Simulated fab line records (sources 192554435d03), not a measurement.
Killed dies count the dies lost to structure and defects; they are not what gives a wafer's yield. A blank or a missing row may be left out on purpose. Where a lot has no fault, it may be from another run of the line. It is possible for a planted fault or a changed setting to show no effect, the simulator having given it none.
Struck lot and sound lot, side by side || flow n5-finfet || 16 out of 1938 route steps
Sound: these wafers, L263.1, L263.3, L263.5. The struck wafers were L261.2, L261.5, L261.6. The cause is named last.
Each step with rows lists, per side, the tool, then ch with its chambers, then its first start. Under that, the readings that differ: sound wafers || struck wafers || difference of the means || sigmas: that difference in standard deviations of wafers without a fault.
alike: same words and numbers on both sides, and readings whose means sit less than 2 such deviations apart. not compared: any withheld reading, any reading some wafer has no value for, any bound like >300 that may hide the same value, and any number with overlapping values for which the record gives no deviation.
The two part at a step that has a row with sigmas, a row that says differs or no value, or rows on one side only. Non-overlapping numbers with no deviation appear without sigmas and do not part them. A reading that every wafer of one side lacks parts them only if that side has two wafers or more.

N5_BEOL_M3_STRIP_97: strips in N2/H2, time 10 s.
  sound: rie-diel-01 ch 0,3; struck: rie-diel-04 ch 2,3
  alike: drypump-motor-current-A, oes-product-au, rf-vpp-V, showerhead-plenum-p-Torr, throttle-valve-pct
  not compared: rf-hours-counter-h
N5_BEOL_M3_OCD_MEAS_38:
  sound on ocd-01 at day 11 07:20; struck on ocd-01 at day 10 20:28
  alike: trench-depth-nm
then, 4 steps without rows for these wafers: N5_BEOL_M3_HM_STRIP_39 (strips TiN in peroxide tin strip, target depth 25 nm, time 158 s); N5_BEOL_M3_SRD_40 (time 30 s); N5_BEOL_M3_PRECLEAN_42 (cleans in residue remover, time 60 s); N5_BEOL_M3_SRD_43 (time 30 s).
N5_BEOL_M3_CD_MEAS_35: target cd 18 nm, target cd y 21 nm.
  sound on cd-sem-02 at day 11 07:29; struck on cd-sem-03 at day 10 20:37
  alike: cd-nm
N5_BEOL_M3_DEGAS_44: time 60 s.
  sound on pvd-sputter-01 at day 11 07:51; struck on pvd-sputter-03 at day 10 20:43
  alike: heater-power-w
N5_BEOL_M3_PRE_CLEAN_45: time 30 s.
  sound on pvd-sputter-01 at day 11 07:53; struck on pvd-sputter-03 at day 10 20:46
  alike: heater-power-w
N5_BEOL_M3_ALD_84: deposits TaN, pulse time 2 s, purge time 3 s, co reactant purge time 2 s.
  sound on ald-metal-03 ch 1,3, day 11 07:58; struck on ald-metal-01 ch 0,2,3, day 10 20:49
  alike: heater-power-w
then, 2 steps without rows for these wafers: N5_BEOL_M3_SURFACE_TREAT_85; N5_BEOL_M3_CVD_47 (deposits Co from CCTBA/H2, target thk 3 nm, time 223.8 s).
N5_BEOL_M3_SPUTTER_48: material Cu, target thk 4.5 nm, time 8.29 s.
  sound on pvd-sputter-01 at day 11 08:29; struck on pvd-sputter-03 at day 10 23:00
  no value came back on the struck wafers for chamber-pressure-pa (Pa), chuck-gas-flow-sccm (sccm), throttle-valve-pct (%); on the sound wafers chamber-pressure-pa (Pa) reads 0.06994 0.06994 0.06998
N5_BEOL_M3_ANNEAL_49: time 240 s.
  sound on pvd-sputter-01 at day 11 08:34; struck on pvd-sputter-03 at day 10 23:05
  alike: heater-power-w, susceptor_temp_C_max
N5_BEOL_M4_RC_MEAS_101:
  sound on prober-02 ch 0, day 12 23:48; struck on prober-01 ch 0, day 12 02:44
  alike: DIBL_N, DIBL_P, IOFF_N, IOFF_P, ION_N, ION_P, SS_N, SS_P, VT_N, VT_P
-- record jumps: 4 days separate the struck wafers' starts on either side; left off in module BEOL_M4, taken up again in module PASSIVATION, whose first shown step is the route's number 1936 --
N5_PASSIVATION_PROBE_49:
  record: rows for the struck wafers here (prober-02, day 16 09:10), none for the sound ones

## WHERE THEY PART
Earliest at N5_BEOL_M3_SPUTTER_48; latest, in this record, at N5_PASSIVATION_PROBE_49.

WHY: what the simulator had put in
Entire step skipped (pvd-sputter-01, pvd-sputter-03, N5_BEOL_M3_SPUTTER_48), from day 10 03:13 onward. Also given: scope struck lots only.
